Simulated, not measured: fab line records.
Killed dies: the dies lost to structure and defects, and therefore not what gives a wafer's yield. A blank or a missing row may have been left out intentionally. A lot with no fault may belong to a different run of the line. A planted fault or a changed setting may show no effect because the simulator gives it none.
fab line records	flow nand_harc
[record] lots = 6	wafers = 18	last_day = 24
route steps=1159 shown A_STAIRCASE@717 A_SGD_CUT@747 END@1159
lots that met no fault: from a run of the same line without faults
start_h: start of the lot's first displayed wafer, in hours after the record's first day	wait_h: hours since the lot's step before	" the same as in the row above	L1.1+2: several wafers, shown together as one row	- no value, or no start was given	* or withheld: withheld	< > ~ a bound
route shown NAME@n: NAME is a module with steps in the file, n the number in the route of the first one	usual: mean and standard deviation over wafers with no fault	same: alike in all rows	chamber/n: place in a boat	sites: per-site readings	_std_site: the values' standard deviation	_edge_site: the outer-site mean with the inner-site mean subtracted	radius_mm: how far each site lies from the wafer's centre	mask NAME#n: copy n	behind: the last tool/chamber to shape the wafer	hold: why the lot went on hold/how many hours it stayed there/how the hold came to an end	device: names the non-switching transistor (n, p or np)	end of line: the tests these same wafers got at the end of their route	where a step has no rows: the recipe by itself	killed: not the wafer's yield, but the dies lost to structure and defects at the first sort	map: dies across one wafer; x = killed, . = not, _ = none there
set.NAME: the setting the step ran with; set.NAME@STEP: the setting that earlier step ran with	model.NAME: the simulator's own value behind a step, which no gauge read
certain route steps with their lots: each step a table, each wafer a row
services: when a tool's chamber went out of use (start_h, in hours from the record's first day, below 0 if earlier), for how many hours, and the reason
[[steps]]
[step NHARC_A_STAIRCASE_HMDS_434]
[recipe] time_s = 30
[step NHARC_A_STAIRCASE_COAT_435]
[recipe] spin_rpm = 1200
[step NHARC_A_STAIRCASE_SOFTBAKE_436]
[recipe] temp_c = 135	time_s = 170
[step NHARC_A_STAIRCASE_EBR_437]
[step NHARC_A_STAIRCASE_EXPOSE_438]
[recipe] na = 0.5	dose_mj = 28.97	mask_id = STAIR_REV
[step NHARC_A_STAIRCASE_PEB_439]
[recipe] peb_temp_c = 115	peb_time_s = 130
[step NHARC_A_STAIRCASE_DEVELOP_440]
[recipe] time_s = 140
[step NHARC_A_STAIRCASE_HARDBAKE_442]
[recipe] temp_c = 120	time_s = 140
[step NHARC_A_STAIRCASE_DESCUM_443]
[recipe] time_s = 3	o2_flow_sccm = 200	ar_flow_sccm = 0	bias_power_w = 0	chemistry = O2
[step NHARC_A_STAIRCASE_ETCH_444]
[recipe] target_depth_a = 1.02e+05	time_s = 3400	c4f8_flow_sccm = 20	o2_flow_sccm = 10	ar_flow_sccm = withheld	rf_w = 600	bias_w = 1000	chemistry = C4F8/O2
[usual] oes_product_au = 0.930/0.013	rf_vpp_V = 809/4.1
lot.wafer	tool	chamber	start_h	wait_h	oes_product_au	rf_hours_counter_h	rf_vpp_V
L980.2	rie_diel-10	0	319.56	0.3	0.940	51	809
L980.3	"	2	"	"	0.930	51	798
L980.5	"	3	"	"	0.923	-	809
L988.4	rie_diel-09	3	398.33	0.4	0.930	50	807
L988.3	"	1	"	"	0.929	45	803
L988.6	"	2	"	"	0.936	-	810
L994.1	rie_diel-07	0	404.30	0.3	0.934	56	806
L994.4	"	1	"	"	0.920	57	811
L994.5	"	0	"	"	0.937	-	806
L992.2	rie_diel-09	0	410.89	0.5	0.930	49	815
L992.1	"	2	"	"	0.915	58	809
L992.3	"	3	"	"	0.928	57	808
L100.1	rie_diel-07	3	440.85	0.3	0.955	11	809
L100.3	"	0	"	"	0.950	11	806
L100.2	"	1	"	"	0.953	11	812
L999.2	rie_diel-10	2	442.50	2.0	0.917	29	798
L999.5	"	0	"	"	0.938	-	808
L999.6	"	1	"	"	0.924	-	811
[step NHARC_A_STAIRCASE_STRIP_446]
[recipe] power_w = 1500	temp_c = 250	chemistry = O2
[usual] drypump_motor_current_A = 5.8/0.6	heater_power_w = 333/35
lot.wafer	tool	chamber	start_h	wait_h	drypump_motor_current_A	heater_power_w	rf_hours_counter_h
L980.2	plasma_asher-02	1	321.63	0.1	5.0	303	45
L980.3	"	0	"	"	6.6	326	-
L980.5	"	0	"	"	6.6	331	-
L988.3	plasma_asher-01	1	400.44	0.1	6.1	319	-
L988.4	"	0	"	"	5.5	392	-
L988.6	"	0	"	"	5.5	387	-
L994.1	plasma_asher-01	1	406.50	0.2	6.0	322	44
L994.4	"	1	"	"	6.0	322	-
L994.5	"	1	"	"	6.0	325	-
L992.2	plasma_asher-02	0	413.15	0.0	6.6	310	13
L992.1	"	1	"	"	5.0	303	13
L992.3	"	1	"	"	5.0	301	-
L100.1	plasma_asher-02	1	443.07	0.2	5.0	297	23
L100.2	"	0	"	"	6.6	320	23
L100.3	"	0	"	"	6.6	320	-
L999.2	plasma_asher-02	1	444.32	0.0	5.0	298	24
L999.6	"	1	"	"	4.9	303	-
L999.5	"	0	"	"	6.6	309	-
[step NHARC_A_STAIRCASE_STRIP_447]
[recipe] time_s = 900	temp_c = 130	chemistry = SPM
[step NHARC_A_STAIRCASE_PRECLEAN_448]
[recipe] time_s = *	temp_c = 50	bath_age_min = 0	chemistry = SC1
[step NHARC_A_STAIRCASE_SRD_449]
[step NHARC_A_STAIRCASE_CMP_450]
[recipe] target_thk_nm = 200	material = SiO2
[usual] motor_current_A = 12.3/1.4
lot.wafer	tool	chamber	start_h	wait_h	motor_current_A
L980.3	cmp-01	0	322.41	-	12.1
L980.2	"	2	"	"	11.1
L980.5	"	0	"	"	11.0
L988.3	cmp-01	1	401.15	-	16.0
L988.4	"	3	"	"	14.1
L988.6	"	2	"	"	10.6
L994.4	cmp-04	2	407.26	-	11.7
L994.1	"	3	"	"	10.5
L994.5	"	2	"	"	11.7
L992.3	cmp-03	1	413.97	-	11.3
L992.1	"	3	"	"	10.9
L992.2	"	0	"	"	11.9
L100.3	cmp-04	3	443.95	-	10.9
L100.2	"	0	"	"	12.6
L100.1	"	1	"	"	12.4
L999.2	cmp-04	0	445.17	-	12.7
L999.5	"	3	"	"	11.3
L999.6	"	0	"	"	12.5
[step NHARC_A_STAIRCASE_CMP_152]
[step NHARC_A_STAIRCASE_SRD_154]
[step NHARC_A_STAIRCASE_ETCH_403]
[recipe] target_depth_a = 1082	chemistry = dHF	material = SiO2
[step NHARC_A_STAIRCASE_ETCHBACK_422]
[recipe] target_depth_a = 400	over_etch_frac = 0.3	time_s = 74.286	ion_energy_ev = 120	ch3f_flow_sccm = 50	o2_flow_sccm = 30	ar_flow_sccm = 200	rf_w = 500	bias_w = 100	chemistry = CH3F/O2
[step NHARC_A_STAIRCASE_ETCH_423]
[recipe] target_depth_a = 300	chemistry = dHF	material = SiO2
[step NHARC_A_STAIRCASE_ETCHBACK_157]
[recipe] target_depth_a = 900	over_etch_frac = 0.3	time_s = 167.14	ion_energy_ev = 120	ch3f_flow_sccm = 50	o2_flow_sccm = 30	ar_flow_sccm = 200	rf_w = 500	bias_w = 100	chemistry = CH3F/O2
[usual] drypump_motor_current_A = 5.6/0.41	oes_product_au = 0.97/0.035	rf_vpp_V = 245.0/1.6	showerhead_plenum_p_Torr = 2.50/0.094	throttle_valve_pct = 20.662/0.0084
lot.wafer	tool	chamber	start_h	wait_h	drypump_motor_current_A	oes_product_au	rf_hours_counter_h	rf_vpp_V	showerhead_plenum_p_Torr	throttle_valve_pct
L980.2	rie_diel-07	1	323.29	0.2	5.7	0.95	27	247.1	2.57	20.662
L980.3	"	2	"	"	5.2	0.93	29	246.9	2.62	20.638
L980.5	"	2	"	"	5.2	0.92	-	245.3	2.62	20.664
L988.3	rie_diel-10	3	402.05	0.2	5.4	1.02	12	243.9	2.49	20.680
L988.4	"	2	"	"	5.7	1.01	13	242.3	2.29	20.676
L988.6	"	0	"	"	5.4	1.01	-	245.1	2.47	20.646
L994.4	rie_diel-10	1	408.18	0.2	5.3	1.02	17	245.1	2.54	20.665
L994.1	"	2	"	"	5.7	1.01	16	242.0	2.29	20.648
L994.5	"	3	"	"	5.4	1.00	-	244.8	2.49	20.670
L992.3	rie_diel-10	3	414.92	0.2	5.4	0.93	18	243.5	2.49	20.673
L992.1	"	0	"	"	5.3	0.94	20	243.1	2.47	20.657
L992.2	"	1	"	"	5.4	0.94	21	245.4	2.54	20.655
L100.3	rie_diel-07	0	445.01	0.2	5.5	1.01	14	244.3	2.45	20.667
L100.1	"	1	"	"	5.7	1.00	13	245.1	2.55	20.665
L100.2	"	3	"	"	6.4	1.00	15	245.4	2.52	20.663
L999.2	rie_diel-10	0	446.18	0.2	5.3	1.01	35	243.2	2.46	20.678
L999.5	"	2	"	"	5.7	1.00	-	241.7	2.28	20.657
L999.6	"	3	"	"	5.4	1.01	-	245.2	2.48	20.666
[step NHARC_A_STAIRCASE_STRIP_475]
[recipe] time_s = 20	o2_flow_sccm = 500	ar_flow_sccm = 0	bias_w = 0	chemistry = O2
[step NHARC_A_STAIRCASE_DEP_471]
[recipe] target_thk_a = 1000	temp_c = 400	pressure_torr = 6.5	rf_w = 900	teos_flow_sccm = 161.4	flow_sccm = 2650	target_thk_nm = 100	gas = O2	material = SiO2
[usual] heater_power_w = 558/78	throttle_valve_pct = 16.1/0.66
lot.wafer	tool	chamber	start_h	wait_h	heater_power_w	throttle_valve_pct
L980.2	pecvd-01	1	323.57	-	577	15.6
L980.3	"	0	"	"	500	15.6
L980.5	"	2	"	"	745	15.6
L988.3	pecvd-02	1	402.35	-	506	16.3
L988.6	"	1	"	"	500	16.1
L988.4	"	0	"	"	469	16.7
L994.1	pecvd-03	0	408.46	-	638	16.2
L994.4	"	2	"	"	483	16.4
L994.5	"	1	"	"	427	16.9
L992.3	pecvd-01	0	415.18	-	478	15.3
L992.2	"	1	"	"	649	15.5
L992.1	"	2	"	"	642	16.1
L100.1	pecvd-03	0	445.29	-	581	16.5
L100.2	"	1	"	"	519	17.2
L100.3	"	2	"	"	495	16.4
L999.2	pecvd-02	0	446.44	-	565	16.9
L999.5	"	0	"	"	577	16.6
L999.6	"	1	"	"	547	16.1
[step NHARC_A_STAIRCASE_CMP_472]
[recipe] material = SiO2
[step NHARC_A_STAIRCASE_SRD_474]
[step NHARC_A_SGD_CUT_DEP_00]
[recipe] target_thk_a = 500	temp_c = 400	target_thk_nm = 50	flow_sccm = 200	rf_w = 450	material = SiNx
[usual] heater_power_w = 678/71
lot.wafer	tool	chamber	start_h	wait_h	heater_power_w
L980.2	pecvd-02	2	324.39	0.2	730
L980.3	"	0	"	"	704
L980.5	"	2	"	"	732
L988.3	pecvd-04	2	403.07	0.1	723
L988.6	"	2	"	"	714
L988.4	"	0	"	"	588
L994.1	pecvd-04	1	409.17	0.1	603
L994.4	"	1	"	"	627
L994.5	"	0	"	"	580
L992.2	pecvd-04	0	415.86	0.1	593
L992.3	"	1	"	"	611
L992.1	"	2	"	"	729
L100.2	pecvd-04	2	445.97	0.1	749
L100.3	"	0	"	"	601
L100.1	"	1	"	"	647
L999.2	pecvd-04	1	447.14	0.1	522
L999.6	"	0	"	"	528
L999.5	"	2	"	"	756
[step NHARC_A_SGD_CUT_DEHYDRATE_01]
[recipe] temp_c = 150	time_s = 120
[step NHARC_A_SGD_CUT_HMDS_02]
[recipe] time_s = 30
[step NHARC_A_SGD_CUT_COAT_56]
[recipe] temp_c = 260	time_s = 75
[step NHARC_A_SGD_CUT_COAT_57]
[recipe] temp_c = 225	time_s = 65
[step NHARC_A_SGD_CUT_COAT_03]
[recipe] spin_rpm = 1500	resist_thk_nm = 90
[step NHARC_A_SGD_CUT_SOFTBAKE_04]
[recipe] temp_c = 105	time_s = 55
[step NHARC_A_SGD_CUT_EBR_05]
[step NHARC_A_SGD_CUT_EXPOSE_06]
[recipe] na = 1.35	dose_mj = 85.59	mask_id = SGD
[step NHARC_A_SGD_CUT_PEB_07]
[recipe] peb_temp_c = 100	peb_time_s = 65
[step NHARC_A_SGD_CUT_DEVELOP_08]
[recipe] develop_time_s = 35	dev_temp_c = 23
[step NHARC_A_SGD_CUT_CD_MEAS_09]
[recipe] target_cd_nm = 100	landing_energy_ev = 500
[usual] cd_nm = 99.8/0.51
lot.wafer	tool	chamber	start_h	wait_h	cd_nm
L980.2	cd_sem-03	0	325.09	-	100.1
L980.3	"	0	"	"	99.8
L980.5	"	0	"	"	99.1
L988.3	cd_sem-01	0	403.76	-	99.5
L988.4	"	0	"	"	99.5
L988.6	"	0	"	"	100.0
L994.1	cd_sem-01	0	409.90	-	99.7
L994.4	"	0	"	"	99.8
L994.5	"	0	"	"	100.2
L992.1	cd_sem-03	0	416.59	-	99.1
L992.2	"	0	"	"	99.7
L992.3	"	0	"	"	98.6
L100.1	cd_sem-03	0	446.72	-	100.6
L100.2	"	0	"	"	100.8
L100.3	"	0	"	"	100.2
L999.2	cd_sem-02	0	447.98	-	100.4
L999.5	"	0	"	"	100.4
L999.6	"	0	"	"	100.3
[step NHARC_END_SORT_01]
[recipe] temp_c = 25
[usual] killed_at_array = 25/9.5	killed_at_other = 0.8/1.2	killed_at_periphery = 3.4/2.2	killed_dies = 29/10	killed_open = 3.3/1.8	killed_short = 2.1/1.4
[same] gross_dies = 677
lot.wafer	tool	chamber	start_h	wait_h	killed_at_array	killed_at_other	killed_at_periphery	killed_dies	killed_open	killed_short
L100.1	prober-02	0	575.68	2.5	97	0	6	103	2	3
L100.2	prober-02	0	576.48	2.8	69	1	0	70	2	2
L100.3	prober-02	0	577.29	3.1	64	1	1	66	1	4
L999.2	prober-02	0	584.30	2.8	125	1	2	128	3	3
L999.5	prober-02	0	586.69	3.7	80	0	1	81	1	0
L999.6	prober-02	0	587.49	4.0	117	0	1	118	2	3
// killed by level:class
L100.1 A_STAIRCASE:unspecified=90 P_ZERO_WELL:chamber_film_flake=3 P_M0:geometric_particle:open=2 A_M0:geometric_particle:short=2 A_CHANNEL_HOLE_D1:chamber_film_flake=2 A_WL_FILL:geometric_particle:short=1 P_STI:chamber_film_flake=1 A_SLIT:chamber_film_flake=1
L100.2 A_STAIRCASE:unspecified=47 A_CHANNEL_HOLE_D1:chamber_film_flake=10 A_CONTACT:chamber_film_flake=4 A_CHANNEL_FILL_D1:geometric_particle:short=1 A_CONTACT:geometric_particle:short=1 A_CONTACT:geometric_particle:open=1 A_M1:geometric_particle:open=1 A_CHANNEL_FILL_D1:chamber_film_flake=1
L100.3 A_STAIRCASE:unspecified=49 A_CHANNEL_HOLE_D1:chamber_film_flake=6 A_CONTACT:chamber_film_flake=4 A_SOURCE_PLATE:geometric_particle:short=1 A_CHANNEL_FILL_D1:geometric_particle:short=1 A_WL_FILL:geometric_particle:short=1 A_WL_FILL:geometric_particle:open=1 STARTING-WAFER:geometric_particle:short=1
L999.2 A_STAIRCASE:unspecified=98 A_SLIT:chamber_film_flake=10 A_CONTACT:chamber_film_flake=5 A_CHANNEL_HOLE_D1:chamber_film_flake=3 A_WL_FILL:chamber_film_flake=3 P_ZERO_WELL:chamber_film_flake=2 A_SOURCE_PLATE:geometric_particle:open=1 A_CHANNEL_FILL_D1:geometric_particle:open=1
L999.5 A_STAIRCASE:unspecified=49 A_SLIT:chamber_film_flake=20 A_CHANNEL_HOLE_D1:chamber_film_flake=4 A_STAIRCASE:chamber_film_flake=3 A_CONTACT:chamber_film_flake=3 A_CONTACT:geometric_particle:open=1 P_ZERO_WELL:chamber_film_flake=1
L999.6 A_STAIRCASE:unspecified=92 A_SLIT:chamber_film_flake=9 A_CHANNEL_HOLE_D1:chamber_film_flake=5 A_CONTACT:chamber_film_flake=3 A_STAIRCASE:chamber_film_flake=2 A_WL_FILL:chamber_film_flake=2 P_CONTACT:geometric_particle:short=1 A_CHANNEL_FILL_D1:geometric_particle:open=1
// map L999.2 (x killed, . not)
____________x____________
_________..xxxxx_________
_______...x.x..x.._______
______......x.x..x.______
_____........x......_____
____.................____
____........x........____
___...................___
___...................___
__.............x.......__
__.....................__
_........x.............._
_....x.................x_
_......................._
_..x...x................_
_.........x............._
.........................
.x.x........x......x.....
.........................
.........................
...............x.....x...
_.x...........x.xx......_
_.............x.xx......_
_.............xxxxxx...._
_...........xxxxxxxxx..._
_............xxxxxxxx..x_
__...........xxxxxxxx..__
__..........xxxxxxxxxx.__
___.........xxxxxxxxxx___
___..........xxxxxxxx.___
____........xxxxxxxxx____
____........xxxxxxxxx____
_____........xxxxxxx_____
______........xxxxx______
_______..x.....xxx_______
_________......._________
____________.____________
// map L100.1 (x killed, . not)
____________.____________
_________...x..._________
_______.....x....._______
______.............______
_____..............._____
____.................____
____................x____
___...................___
___...................___
__.....................__
__....x................__
_......x................_
_...x..................._
_......................._
_......................._
_x....x................._
.........................
.........................
.........................
x........................
................x........
_..............x.x......_
_.............x..x......_
_...........x.xxxx.x...._
_............x.xxx......_
_...........xxxxxxxxx..._
__..........xxxxxxxxxx.__
__..........xxxxxxxxxx.__
___..........xxxxxxxxx___
___...x......xxxxxxxx.___
____........x.xxxxxxx____
____...x.....xxxxxxxx____
_____........xxxxxxx_____
______.......x.xxxx______
_______........xxx_______
_________......._________
____________.____________
[[services]]
tool	chamber	start_h	hours	kind
pecvd-02	-	300.15	1.2	repair
cmp-04	-	301.01	4.0	pm
rie_diel-10	-	304.83	1.8	repair
cmp-04	-	305.54	1.3	repair
pecvd-03	-	321.24	4.4	repair
cmp-04	-	334.42	0.5	repair
pecvd-02	-	334.53	13.0	pm
rie_diel-10	-	353.62	9.0	pm
plasma_asher-02	-	360.00	9.0	pm
pecvd-01	0	363.24	29.6	repair
pecvd-03	1	364.95	9.8	repair
cmp-04	-	366.21	0.3	repair
pecvd-04	1	367.63	4.7	repair
cmp-01	-	371.39	1.8	repair
pecvd-04	-	376.42	13.0	pm
cmp-01	-	378.75	4.0	pm
plasma_asher-02	-	393.59	4.7	repair
cmp-04	-	399.01	4.0	pm
cmp-01	-	402.56	51.9	repair
rie_diel-07	-	405.48	9.0	pm
pecvd-01	-	418.11	13.0	pm
rie_diel-10	-	424.08	0.6	repair
rie_diel-09	-	431.17	9.0	pm
cmp-04	-	444.16	0.4	repair
[[key]]
[first_sign] step = NHARC_END_SORT_01	reading = killed_at_array	direction = up	sigmas = 7	usual = 25	struck = 92
[effect] step = NHARC_END_SORT_01	reading = killed_dies	direction = up	sigmas = 6.4	usual = 29	struck = 94
[more_kills_born_at] NHARC_A_STAIRCASE_STRIP_446@plasma_asher-02 = 425
met_at NHARC_A_STAIRCASE_STRIP_446
struck_wafers L999.2,L999.5,L999.6,L100.1,L100.2,L100.3
tester_left_out L999,L100
onset_between 413.15 443.07
also_fits time
[fault] kind = chamber_particle_source	tool = plasma_asher-02	chamber = -	onset_h = 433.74	steps = NHARC_A_STAIRCASE_STRIP_446	rate_per_visit_cm2 = 1.4555	end_h = 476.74
// tester_left_out: of these lots the tester's yield and bins aren't shown, on N5 and GAA mostly nor the transistor test; their killed dies are dies lost to structure and defects alone, not to doping, threshold or leakage, so they don't give the yield
